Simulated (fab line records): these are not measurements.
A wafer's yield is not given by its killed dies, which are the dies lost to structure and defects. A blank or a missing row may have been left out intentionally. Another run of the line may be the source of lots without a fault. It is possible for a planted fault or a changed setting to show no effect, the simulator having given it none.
Which tool was responsible? || flow n5-finfet || Sampling: 24 lots, 72 wafers, 5 of 1938 route steps

WHAT THE GAUGES READ, wafer by wafer
N5_BEOL_M5_RS_MEAS_57: measures by four-point-probe.
{"lot": "L074", "measured": "day 9 05:01", "on": "film-metro-02", "M5_RS (ohm/sq)": "0.417 0.414 0.407"}
{"lot": "L075", "measured": "day 9 21:36", "on": "film-metro-01", "M5_RS (ohm/sq)": "0.405 0.387 0.403"}
{"lot": "L076", "measured": "day 10 03:11", "on": "film-metro-01", "M5_RS (ohm/sq)": "0.373 0.398 0.401"}
{"lot": "L077", "measured": "day 10 06:08", "on": "film-metro-02", "M5_RS (ohm/sq)": "0.389 0.402 0.389"}
{"lot": "L078", "measured": "day 10 09:55", "on": "film-metro-02", "M5_RS (ohm/sq)": "0.384 0.405 0.392"}
{"lot": "L080", "measured": "day 10 18:02", "on": "film-metro-01", "M5_RS (ohm/sq)": "0.392 0.378 0.370"}
{"lot": "L081", "measured": "day 11 02:28", "on": "film-metro-02", "M5_RS (ohm/sq)": "0.389 0.381 0.401"}
{"lot": "L079", "measured": "day 11 11:25", "on": "film-metro-01", "M5_RS (ohm/sq)": "0.392 0.390 0.392"}
{"lot": "L082", "measured": "day 11 17:56", "on": "film-metro-01", "M5_RS (ohm/sq)": "0.396 0.392 0.390"}
{"lot": "L083", "measured": "day 11 21:22", "on": "film-metro-01", "M5_RS (ohm/sq)": "0.379 0.397 0.373"}
{"lot": "L084", "measured": "day 12 04:14", "on": "film-metro-02", "M5_RS (ohm/sq)": "0.398 0.394 0.386"}
{"lot": "L087", "measured": "day 12 10:46", "on": "film-metro-02", "M5_RS (ohm/sq)": "0.378 0.407 0.378"}
{"lot": "L088", "measured": "day 12 21:59", "on": "film-metro-02", "M5_RS (ohm/sq)": "0.383 0.394 0.392"}
{"lot": "L085", "measured": "day 12 22:45", "on": "film-metro-01", "M5_RS (ohm/sq)": "0.382 0.382 0.383"}
{"lot": "L089", "measured": "day 13 05:01", "on": "film-metro-02", "M5_RS (ohm/sq)": "0.369 0.402 0.375"}
{"lot": "L086", "measured": "day 13 05:17", "on": "film-metro-02", "M5_RS (ohm/sq)": "0.394 0.371 0.392"}
{"lot": "L091", "measured": "day 13 09:37", "on": "film-metro-02", "M5_RS (ohm/sq)": "0.381 0.384 0.393"}
{"lot": "L090", "measured": "day 14 03:38", "on": "film-metro-02", "M5_RS (ohm/sq)": "0.381 0.371 0.374"}
{"lot": "L092", "measured": "day 14 07:37", "on": "film-metro-01", "M5_RS (ohm/sq)": "0.396 0.387 0.375"}
{"lot": "L095", "measured": "day 14 11:50", "on": "film-metro-02", "M5_RS (ohm/sq)": "0.388 0.402 0.397"}
{"lot": "L093", "measured": "day 14 12:02", "on": "film-metro-01", "M5_RS (ohm/sq)": "0.385 0.374 0.382"}
{"lot": "L094", "measured": "day 15 07:05", "on": "film-metro-01", "M5_RS (ohm/sq)": "0.399 0.410 0.409"}
{"lot": "L096", "measured": "day 15 15:42", "on": "film-metro-02", "M5_RS (ohm/sq)": "0.379 0.384 0.393"}
{"lot": "L097", "measured": "day 15 16:56", "on": "film-metro-01", "M5_RS (ohm/sq)": "0.396 0.406 0.400"}

N5_BEOL_M6_CD_MEAS_18: pitch 80 nm, target cd 40 nm.
{"lot": "L074", "measured": "day 9 07:26", "on": "cd-sem-02", "cd-nm (nm)": "41.0 40.5 41.0"}
{"lot": "L075", "measured": "day 10 00:05", "on": "cd-sem-01", "cd-nm (nm)": "39.6 40.3 40.5"}
{"lot": "L076", "measured": "day 10 06:14", "on": "cd-sem-01", "cd-nm (nm)": "40.0 40.1 40.3"}
{"lot": "L077", "measured": "day 10 09:40", "on": "cd-sem-02", "cd-nm (nm)": "39.6 40.4 40.4"}
{"lot": "L078", "measured": "day 10 12:49", "on": "cd-sem-03", "cd-nm (nm)": "40.0 39.6 40.0"}
{"lot": "L080", "measured": "day 10 20:22", "on": "cd-sem-03", "cd-nm (nm)": "39.8 39.7 39.9"}
{"lot": "L081", "measured": "day 11 05:31", "on": "cd-sem-01", "cd-nm (nm)": "39.7 40.0 40.7"}
{"lot": "L079", "measured": "day 11 15:19", "on": "cd-sem-03", "cd-nm (nm)": "40.1 40.2 40.8"}
{"lot": "L082", "measured": "day 11 20:19", "on": "cd-sem-02", "cd-nm (nm)": "40.0 39.6 40.1"}
{"lot": "L083", "measured": "day 11 23:56", "on": "cd-sem-01", "cd-nm (nm)": "40.5 40.6 40.4"}
{"lot": "L084", "measured": "day 12 08:27", "on": "cd-sem-02", "cd-nm (nm)": "39.3 39.1 39.4"}
{"lot": "L087", "measured": "day 12 12:49", "on": "cd-sem-01", "cd-nm (nm)": "41.0 40.4 41.3"}
{"lot": "L088", "measured": "day 13 00:26", "on": "cd-sem-01", "cd-nm (nm)": "40.5 40.3 40.8"}
{"lot": "L085", "measured": "day 13 01:20", "on": "cd-sem-02", "cd-nm (nm)": "40.0 40.0 40.0"}
{"lot": "L089", "measured": "day 13 08:59", "on": "cd-sem-02", "cd-nm (nm)": "39.7 39.9 39.7"}
{"lot": "L086", "measured": "day 13 09:25", "on": "cd-sem-02", "cd-nm (nm)": "39.2 39.8 39.5"}
{"lot": "L091", "measured": "day 13 12:37", "on": "cd-sem-03", "cd-nm (nm)": "39.9 40.5 40.0"}
{"lot": "L090", "measured": "day 14 06:19", "on": "cd-sem-03", "cd-nm (nm)": "39.5 39.9 40.3"}
{"lot": "L092", "measured": "day 14 11:28", "on": "cd-sem-03", "cd-nm (nm)": "40.4 40.4 40.8"}
{"lot": "L095", "measured": "day 14 15:12", "on": "cd-sem-03", "cd-nm (nm)": "39.7 39.7 40.0"}
{"lot": "L093", "measured": "day 14 15:20", "on": "cd-sem-01", "cd-nm (nm)": "39.8 39.6 39.2"}
{"lot": "L094", "measured": "day 15 09:50", "on": "cd-sem-01", "cd-nm (nm)": "39.8 39.2 40.0"}
{"lot": "L096", "measured": "day 15 17:59", "on": "cd-sem-02", "cd-nm (nm)": "40.7 40.4 40.9"}
{"lot": "L097", "measured": "day 15 20:13", "on": "cd-sem-01", "cd-nm (nm)": "40.3 39.9 39.8"}

N5_BEOL_M6_INSPECT_30: inspects for defects (brightfield).
{"lot": "L074", "measured": "day 9 08:29", "on": "defect-inspect-02", "raw-defect-count": "470 443 367"}
{"lot": "L075", "measured": "day 10 03:59", "on": "defect-inspect-02", "raw-defect-count": "409 437 566"}
{"lot": "L076", "measured": "day 10 07:48", "on": "defect-inspect-01", "raw-defect-count": "370 461 515"}
{"lot": "L077", "measured": "day 10 10:52", "on": "defect-inspect-02", "raw-defect-count": "668 589 760"}
{"lot": "L078", "measured": "day 10 14:54", "on": "defect-inspect-01", "raw-defect-count": "387 387 395"}
{"lot": "L080", "measured": "day 10 20:53", "on": "defect-inspect-01", "raw-defect-count": "584 900 692"}
{"lot": "L081", "measured": "day 11 05:58", "on": "defect-inspect-01", "raw-defect-count": "417 480 521"}
{"lot": "L079", "measured": "day 11 17:16", "on": "defect-inspect-02", "raw-defect-count": "455 431 355"}
{"lot": "L082", "measured": "day 11 21:53", "on": "defect-inspect-02", "raw-defect-count": "308 310 383"}
{"lot": "L083", "measured": "day 12 01:56", "on": "defect-inspect-02", "raw-defect-count": "407 489 333"}
{"lot": "L084", "measured": "day 12 10:47", "on": "defect-inspect-02", "raw-defect-count": "541 578 448"}
{"lot": "L087", "measured": "day 12 14:22", "on": "defect-inspect-02", "raw-defect-count": "335 445 491"}
{"lot": "L088", "measured": "day 13 01:20", "on": "defect-inspect-02", "raw-defect-count": "537 462 332"}
{"lot": "L085", "measured": "day 13 01:58", "on": "defect-inspect-01", "raw-defect-count": "404 451 455"}
{"lot": "L089", "measured": "day 13 10:47", "on": "defect-inspect-01", "raw-defect-count": "300 390 441"}
{"lot": "L086", "measured": "day 13 10:50", "on": "defect-inspect-02", "raw-defect-count": "396 444 402"}
{"lot": "L091", "measured": "day 13 13:09", "on": "defect-inspect-02", "raw-defect-count": "497 603 393"}
{"lot": "L090", "measured": "day 14 08:59", "on": "defect-inspect-02", "raw-defect-count": "405 696 425"}
{"lot": "L092", "measured": "day 14 13:29", "on": "defect-inspect-01", "raw-defect-count": "364 452 336"}
{"lot": "L095", "measured": "day 14 15:43", "on": "defect-inspect-02", "raw-defect-count": "474 558 582"}
{"lot": "L093", "measured": "day 14 17:40", "on": "defect-inspect-01", "raw-defect-count": "435 307 321"}
{"lot": "L094", "measured": "day 15 11:52", "on": "defect-inspect-01", "raw-defect-count": "423 455 410"}
{"lot": "L096", "measured": "day 15 18:30", "on": "defect-inspect-02", "raw-defect-count": "429 600 520"}
{"lot": "L097", "measured": "day 15 21:46", "on": "defect-inspect-02", "raw-defect-count": "499 534 533"}

WHICH TOOL RAN EACH LOT (tool, then ch and the chambers of the sampled wafers, then the start)
{"lot": "L074", "N5_BEOL_M6_ETCH_62": "rie-diel-03 ch 0,1,3, day 9 06:52", "N5_BEOL_M6_STRIP_67": "rie-diel-03 ch 0,1,3, day 9 07:00"}
{"lot": "L075", "N5_BEOL_M6_ETCH_62": "rie-diel-02 ch 0,1,3, day 9 23:43", "N5_BEOL_M6_STRIP_67": "rie-diel-02 ch 0,1,3, day 9 23:52"}
{"lot": "L076", "N5_BEOL_M6_ETCH_62": "rie-diel-01 ch 1,3, day 10 05:46", "N5_BEOL_M6_STRIP_67": "rie-diel-01 ch 1,3, day 10 05:55"}
{"lot": "L077", "N5_BEOL_M6_ETCH_62": "rie-diel-01 ch 0,1,3, day 10 09:16", "N5_BEOL_M6_STRIP_67": "rie-diel-01 ch 0,1,3, day 10 09:24"}
{"lot": "L078", "N5_BEOL_M6_ETCH_62": "rie-diel-01 ch 0,3, day 10 12:26", "N5_BEOL_M6_STRIP_67": "rie-diel-01 ch 0,3, day 10 12:35"}
{"lot": "L080", "N5_BEOL_M6_ETCH_62": "rie-diel-02 ch 0,3, day 10 19:57", "N5_BEOL_M6_STRIP_67": "rie-diel-02 ch 0,3, day 10 20:06"}
{"lot": "L081", "N5_BEOL_M6_ETCH_62": "rie-diel-01 ch 0,1,2, day 11 05:02", "N5_BEOL_M6_STRIP_67": "rie-diel-01 ch 0,1,2, day 11 05:11"}
{"lot": "L079", "N5_BEOL_M6_ETCH_62": "rie-diel-03 ch 0,1,2, day 11 14:57", "N5_BEOL_M6_STRIP_67": "rie-diel-03 ch 0,1,2, day 11 15:05"}
{"lot": "L082", "N5_BEOL_M6_ETCH_62": "rie-diel-01 ch 0,1,2, day 11 19:56", "N5_BEOL_M6_STRIP_67": "rie-diel-01 ch 0,1,2, day 11 20:05"}
{"lot": "L083", "N5_BEOL_M6_ETCH_62": "rie-diel-01 ch 0,1,3, day 11 23:31", "N5_BEOL_M6_STRIP_67": "rie-diel-01 ch 0,1,3, day 11 23:40"}
{"lot": "L084", "N5_BEOL_M6_ETCH_62": "rie-diel-01 ch 0,1, day 12 08:05", "N5_BEOL_M6_STRIP_67": "rie-diel-01 ch 0,1, day 12 08:14"}
{"lot": "L087", "N5_BEOL_M6_ETCH_62": "rie-diel-03 ch 2,3, day 12 12:26", "N5_BEOL_M6_STRIP_67": "rie-diel-03 ch 2,3, day 12 12:35"}
{"lot": "L088", "N5_BEOL_M6_ETCH_62": "rie-diel-02 ch 0,1,2, day 13 00:04", "N5_BEOL_M6_STRIP_67": "rie-diel-02 ch 0,1,2, day 13 00:13"}
{"lot": "L085", "N5_BEOL_M6_ETCH_62": "rie-diel-02 ch 0,1,2, day 13 00:49", "N5_BEOL_M6_STRIP_67": "rie-diel-02 ch 0,1,2, day 13 00:55"}
{"lot": "L089", "N5_BEOL_M6_ETCH_62": "rie-diel-03 ch 0,2, day 13 08:26", "N5_BEOL_M6_STRIP_67": "rie-diel-03 ch 0,2, day 13 08:34"}
{"lot": "L086", "N5_BEOL_M6_ETCH_62": "rie-diel-02 ch 0,1, day 13 09:03", "N5_BEOL_M6_STRIP_67": "rie-diel-02 ch 0,1, day 13 09:12"}
{"lot": "L091", "N5_BEOL_M6_ETCH_62": "rie-diel-02 ch 0,1,2, day 13 12:19", "N5_BEOL_M6_STRIP_67": "rie-diel-02 ch 0,1,2, day 13 12:24"}
{"lot": "L090", "N5_BEOL_M6_ETCH_62": "rie-diel-01 ch 0,1,2, day 14 05:49", "N5_BEOL_M6_STRIP_67": "rie-diel-01 ch 0,1,2, day 14 05:58"}
{"lot": "L092", "N5_BEOL_M6_ETCH_62": "rie-diel-02 ch 0,2,3, day 14 11:06", "N5_BEOL_M6_STRIP_67": "rie-diel-02 ch 0,2,3, day 14 11:15"}
{"lot": "L095", "N5_BEOL_M6_ETCH_62": "rie-diel-02 ch 0,1,2, day 14 14:42", "N5_BEOL_M6_STRIP_67": "rie-diel-02 ch 0,1,2, day 14 14:51"}
{"lot": "L093", "N5_BEOL_M6_ETCH_62": "rie-diel-02 ch 0,1, day 14 14:58", "N5_BEOL_M6_STRIP_67": "rie-diel-02 ch 0,1, day 14 15:07"}
{"lot": "L094", "N5_BEOL_M6_ETCH_62": "rie-diel-01 ch 0,1,2, day 15 09:28", "N5_BEOL_M6_STRIP_67": "rie-diel-01 ch 0,1,2, day 15 09:37"}
{"lot": "L096", "N5_BEOL_M6_ETCH_62": "rie-diel-02 ch 0,2,3, day 15 17:35", "N5_BEOL_M6_STRIP_67": "rie-diel-02 ch 0,2,3, day 15 17:44"}
{"lot": "L097", "N5_BEOL_M6_ETCH_62": "rie-diel-02 ch 0,1,2, day 15 19:44", "N5_BEOL_M6_STRIP_67": "rie-diel-02 ch 1,3, day 15 19:53"}
- N5_BEOL_M6_ETCH_62: etches SOC in N2/H2, target depth 110 nm, overetch 22 nm, time 165 s.
- N5_BEOL_M6_STRIP_67: strips in CF4.

AS READ BY THE TOOLS THEMSELVES (means over the sampled wafers that have a number; for cases with no such wafer, the mark the record gives instead)
N5_BEOL_M6_ETCH_62.
{"lot": "L074", "tool": "rie-diel-03", "drypump-motor-current-A (A)": 5.6, "oes-product-au (a.u.)": 0.73, "rf-vpp-V (V)": 526.7, "showerhead-plenum-p-Torr (Torr)": 2.64, "throttle-valve-pct (%)": 17.78}
{"lot": "L075", "tool": "rie-diel-02", "drypump-motor-current-A (A)": 6.1, "oes-product-au (a.u.)": 0.72, "rf-vpp-V (V)": 523.5, "showerhead-plenum-p-Torr (Torr)": 2.53, "throttle-valve-pct (%)": 17.86}
{"lot": "L076", "tool": "rie-diel-01", "drypump-motor-current-A (A)": 6.0, "oes-product-au (a.u.)": 0.67, "rf-vpp-V (V)": 525.3, "showerhead-plenum-p-Torr (Torr)": 2.60, "throttle-valve-pct (%)": 17.60}
{"lot": "L077", "tool": "rie-diel-01", "drypump-motor-current-A (A)": 5.8, "oes-product-au (a.u.)": 0.72, "rf-vpp-V (V)": 526.0, "showerhead-plenum-p-Torr (Torr)": 2.62, "throttle-valve-pct (%)": 17.55}
{"lot": "L078", "tool": "rie-diel-01", "drypump-motor-current-A (A)": 5.8, "oes-product-au (a.u.)": 0.69, "rf-vpp-V (V)": 525.1, "showerhead-plenum-p-Torr (Torr)": 2.57, "throttle-valve-pct (%)": 17.70}
{"lot": "L080", "tool": "rie-diel-02", "drypump-motor-current-A (A)": 5.8, "oes-product-au (a.u.)": 0.71, "rf-vpp-V (V)": 524.6, "showerhead-plenum-p-Torr (Torr)": 2.56, "throttle-valve-pct (%)": 17.96}
{"lot": "L081", "tool": "rie-diel-01", "drypump-motor-current-A (A)": 5.5, "oes-product-au (a.u.)": 0.76, "rf-vpp-V (V)": 526.2, "showerhead-plenum-p-Torr (Torr)": 2.63, "throttle-valve-pct (%)": 17.56}
{"lot": "L079", "tool": "rie-diel-03", "drypump-motor-current-A (A)": 6.0, "oes-product-au (a.u.)": 0.73, "rf-vpp-V (V)": 527.3, "showerhead-plenum-p-Torr (Torr)": 2.66, "throttle-valve-pct (%)": 17.69}
{"lot": "L082", "tool": "rie-diel-01", "drypump-motor-current-A (A)": 5.5, "oes-product-au (a.u.)": 0.75, "rf-vpp-V (V)": 525.3, "showerhead-plenum-p-Torr (Torr)": 2.63, "throttle-valve-pct (%)": 17.57}
{"lot": "L083", "tool": "rie-diel-01", "drypump-motor-current-A (A)": 5.8, "oes-product-au (a.u.)": 0.69, "rf-vpp-V (V)": 526.3, "showerhead-plenum-p-Torr (Torr)": 2.61, "throttle-valve-pct (%)": 17.59}
{"lot": "L084", "tool": "rie-diel-01", "drypump-motor-current-A (A)": 5.6, "oes-product-au (a.u.)": 0.73, "rf-vpp-V (V)": 526.5, "showerhead-plenum-p-Torr (Torr)": 2.62, "throttle-valve-pct (%)": 17.53}
{"lot": "L087", "tool": "rie-diel-03", "drypump-motor-current-A (A)": 6.2, "oes-product-au (a.u.)": 0.72, "rf-vpp-V (V)": 526.7, "showerhead-plenum-p-Torr (Torr)": 2.65, "throttle-valve-pct (%)": 17.69}
{"lot": "L088", "tool": "rie-diel-02", "drypump-motor-current-A (A)": 5.9, "oes-product-au (a.u.)": 0.74, "rf-vpp-V (V)": 525.3, "showerhead-plenum-p-Torr (Torr)": 2.58, "throttle-valve-pct (%)": 17.68}
{"lot": "L085", "tool": "rie-diel-02", "drypump-motor-current-A (A)": 5.9, "oes-product-au (a.u.)": 0.73, "rf-vpp-V (V)": 524.7, "showerhead-plenum-p-Torr (Torr)": 2.58, "throttle-valve-pct (%)": 17.70}
{"lot": "L089", "tool": "rie-diel-03", "drypump-motor-current-A (A)": 5.9, "oes-product-au (a.u.)": 0.71, "rf-vpp-V (V)": 525.4, "showerhead-plenum-p-Torr (Torr)": 2.61, "throttle-valve-pct (%)": 17.72}
{"lot": "L086", "tool": "rie-diel-02", "drypump-motor-current-A (A)": 5.6, "oes-product-au (a.u.)": 0.74, "rf-vpp-V (V)": 525.9, "showerhead-plenum-p-Torr (Torr)": 2.55, "throttle-valve-pct (%)": 17.76}
{"lot": "L091", "tool": "rie-diel-02", "drypump-motor-current-A (A)": 6.0, "oes-product-au (a.u.)": 0.73, "rf-vpp-V (V)": 525.5, "showerhead-plenum-p-Torr (Torr)": 2.58, "throttle-valve-pct (%)": 17.69}
{"lot": "L090", "tool": "rie-diel-01", "drypump-motor-current-A (A)": 5.5, "oes-product-au (a.u.)": 0.72, "rf-vpp-V (V)": 525.7, "showerhead-plenum-p-Torr (Torr)": 2.62, "throttle-valve-pct (%)": 17.61}
{"lot": "L092", "tool": "rie-diel-02", "drypump-motor-current-A (A)": 6.1, "oes-product-au (a.u.)": 0.74, "rf-vpp-V (V)": 525.1, "showerhead-plenum-p-Torr (Torr)": 2.58, "throttle-valve-pct (%)": 17.81}
{"lot": "L095", "tool": "rie-diel-02", "drypump-motor-current-A (A)": 5.9, "oes-product-au (a.u.)": 0.71, "rf-vpp-V (V)": 524.2, "showerhead-plenum-p-Torr (Torr)": 2.58, "throttle-valve-pct (%)": 17.72}
{"lot": "L093", "tool": "rie-diel-02", "drypump-motor-current-A (A)": 5.6, "oes-product-au (a.u.)": 0.73, "rf-vpp-V (V)": 524.2, "showerhead-plenum-p-Torr (Torr)": 2.55, "throttle-valve-pct (%)": 17.78}
{"lot": "L094", "tool": "rie-diel-01", "drypump-motor-current-A (A)": 5.5, "oes-product-au (a.u.)": 0.71, "rf-vpp-V (V)": 526.6, "showerhead-plenum-p-Torr (Torr)": 2.61, "throttle-valve-pct (%)": 17.62}
{"lot": "L096", "tool": "rie-diel-02", "drypump-motor-current-A (A)": 6.1, "oes-product-au (a.u.)": 0.72, "rf-vpp-V (V)": 524.8, "showerhead-plenum-p-Torr (Torr)": 2.57, "throttle-valve-pct (%)": 17.82}
{"lot": "L097", "tool": "rie-diel-02", "drypump-motor-current-A (A)": 5.9, "oes-product-au (a.u.)": 0.70, "rf-vpp-V (V)": 524.5, "showerhead-plenum-p-Torr (Torr)": 2.57, "throttle-valve-pct (%)": 17.73}

N5_BEOL_M6_STRIP_67.
{"lot": "L074", "tool": "rie-diel-03", "drypump-motor-current-A (A)": 5.6, "oes-product-au (a.u.)": 0.87, "rf-vpp-V (V)": 272.4, "showerhead-plenum-p-Torr (Torr)": 1.86, "throttle-valve-pct (%)": 13.47}
{"lot": "L075", "tool": "rie-diel-02", "drypump-motor-current-A (A)": 6.1, "oes-product-au (a.u.)": 0.86, "rf-vpp-V (V)": 271.6, "showerhead-plenum-p-Torr (Torr)": 1.79, "throttle-valve-pct (%)": 13.57}
{"lot": "L076", "tool": "rie-diel-01", "drypump-motor-current-A (A)": 6.0, "oes-product-au (a.u.)": 0.79, "rf-vpp-V (V)": 271.9, "showerhead-plenum-p-Torr (Torr)": 1.83, "throttle-valve-pct (%)": 13.41}
{"lot": "L077", "tool": "rie-diel-01", "drypump-motor-current-A (A)": 5.8, "oes-product-au (a.u.)": 0.85, "rf-vpp-V (V)": 271.1, "showerhead-plenum-p-Torr (Torr)": 1.84, "throttle-valve-pct (%)": 13.31}
{"lot": "L078", "tool": "rie-diel-01", "drypump-motor-current-A (A)": 5.8, "oes-product-au (a.u.)": 0.81, "rf-vpp-V (V)": 271.7, "showerhead-plenum-p-Torr (Torr)": 1.81, "throttle-valve-pct (%)": 13.47}
{"lot": "L080", "tool": "rie-diel-02", "drypump-motor-current-A (A)": 5.8, "oes-product-au (a.u.)": 0.84, "rf-vpp-V (V)": 271.0, "showerhead-plenum-p-Torr (Torr)": 1.81, "throttle-valve-pct (%)": 13.67}
{"lot": "L081", "tool": "rie-diel-01", "drypump-motor-current-A (A)": 5.5, "oes-product-au (a.u.)": 0.90, "rf-vpp-V (V)": 272.4, "showerhead-plenum-p-Torr (Torr)": 1.85, "throttle-valve-pct (%)": 13.24}
{"lot": "L079", "tool": "rie-diel-03", "drypump-motor-current-A (A)": 6.0, "oes-product-au (a.u.)": 0.87, "rf-vpp-V (V)": 272.7, "showerhead-plenum-p-Torr (Torr)": 1.87, "throttle-valve-pct (%)": 13.40}
{"lot": "L082", "tool": "rie-diel-01", "drypump-motor-current-A (A)": 5.5, "oes-product-au (a.u.)": 0.88, "rf-vpp-V (V)": 271.8, "showerhead-plenum-p-Torr (Torr)": 1.85, "throttle-valve-pct (%)": 13.27}
{"lot": "L083", "tool": "rie-diel-01", "drypump-motor-current-A (A)": 5.8, "oes-product-au (a.u.)": 0.82, "rf-vpp-V (V)": 272.3, "showerhead-plenum-p-Torr (Torr)": 1.84, "throttle-valve-pct (%)": 13.35}
{"lot": "L084", "tool": "rie-diel-01", "drypump-motor-current-A (A)": 5.6, "oes-product-au (a.u.)": 0.87, "rf-vpp-V (V)": 272.1, "showerhead-plenum-p-Torr (Torr)": 1.85, "throttle-valve-pct (%)": 13.25}
{"lot": "L087", "tool": "rie-diel-03", "drypump-motor-current-A (A)": 6.2, "oes-product-au (a.u.)": 0.85, "rf-vpp-V (V)": 273.2, "showerhead-plenum-p-Torr (Torr)": 1.87, "throttle-valve-pct (%)": 13.46}
{"lot": "L088", "tool": "rie-diel-02", "drypump-motor-current-A (A)": 5.9, "oes-product-au (a.u.)": 0.87, "rf-vpp-V (V)": 271.8, "showerhead-plenum-p-Torr (Torr)": 1.82, "throttle-valve-pct (%)": 13.44}
{"lot": "L085", "tool": "rie-diel-02", "drypump-motor-current-A (A)": 5.9, "oes-product-au (a.u.)": 0.87, "rf-vpp-V (V)": 272.0, "showerhead-plenum-p-Torr (Torr)": 1.82, "throttle-valve-pct (%)": 13.45}
{"lot": "L089", "tool": "rie-diel-03", "drypump-motor-current-A (A)": 5.9, "oes-product-au (a.u.)": 0.84, "rf-vpp-V (V)": 271.3, "showerhead-plenum-p-Torr (Torr)": 1.85, "throttle-valve-pct (%)": 13.46}
{"lot": "L086", "tool": "rie-diel-02", "drypump-motor-current-A (A)": 5.6, "oes-product-au (a.u.)": 0.88, "rf-vpp-V (V)": 271.0, "showerhead-plenum-p-Torr (Torr)": 1.80, "throttle-valve-pct (%)": 13.51}
{"lot": "L091", "tool": "rie-diel-02", "drypump-motor-current-A (A)": 5.9, "oes-product-au (a.u.)": 0.86, "rf-vpp-V (V)": 272.0, "showerhead-plenum-p-Torr (Torr)": 1.82, "throttle-valve-pct (%)": 13.44}
{"lot": "L090", "tool": "rie-diel-01", "drypump-motor-current-A (A)": 5.5, "oes-product-au (a.u.)": 0.85, "rf-vpp-V (V)": 271.2, "showerhead-plenum-p-Torr (Torr)": 1.85, "throttle-valve-pct (%)": 13.33}
{"lot": "L092", "tool": "rie-diel-02", "drypump-motor-current-A (A)": 6.1, "oes-product-au (a.u.)": 0.87, "rf-vpp-V (V)": 271.7, "showerhead-plenum-p-Torr (Torr)": 1.82, "throttle-valve-pct (%)": 13.50}
{"lot": "L095", "tool": "rie-diel-02", "drypump-motor-current-A (A)": 5.9, "oes-product-au (a.u.)": 0.84, "rf-vpp-V (V)": 271.6, "showerhead-plenum-p-Torr (Torr)": 1.81, "throttle-valve-pct (%)": 13.49}
{"lot": "L093", "tool": "rie-diel-02", "drypump-motor-current-A (A)": 5.6, "oes-product-au (a.u.)": 0.86, "rf-vpp-V (V)": 270.3, "showerhead-plenum-p-Torr (Torr)": 1.80, "throttle-valve-pct (%)": 13.54}
{"lot": "L094", "tool": "rie-diel-01", "drypump-motor-current-A (A)": 5.5, "oes-product-au (a.u.)": 0.83, "rf-vpp-V (V)": 272.7, "showerhead-plenum-p-Torr (Torr)": 1.84, "throttle-valve-pct (%)": 13.34}
{"lot": "L096", "tool": "rie-diel-02", "drypump-motor-current-A (A)": 6.1, "oes-product-au (a.u.)": 0.85, "rf-vpp-V (V)": 271.6, "showerhead-plenum-p-Torr (Torr)": 1.81, "throttle-valve-pct (%)": 13.51}
{"lot": "L097", "tool": "rie-diel-02", "drypump-motor-current-A (A)": 6.6, "oes-product-au (a.u.)": 0.90, "rf-vpp-V (V)": 270.8, "showerhead-plenum-p-Torr (Torr)": 1.76, "throttle-valve-pct (%)": 13.40}

THE ANSWER, worked out from the rows above alone
Rule: the usual values come from the lots themselves. Put in order of their means at a reading, lots are off if they are a third of the lots or fewer, leave a main group of 4 or more, and stand apart from it by a gap of 3 or more times the standard deviation of the main group's means; of several such gaps the widest counts. Not used: any main group whose means are identical at the precision the tables above print for the reading. A lot without any number at a reading at which 4 lots or more have one is off too. Any other lot the step has rows for is counted as sound. First the gauges in route order, then the tools' own readings, where a lot's mean is used as printed above. The first step at which some lot is off is used, and at that step the reading that is off furthest; a lot without a number counts as furthest.
No lot is off on any of the readings shown, so nothing can be concluded from this.

WHAT THE SIMULATOR HAD PUT IN
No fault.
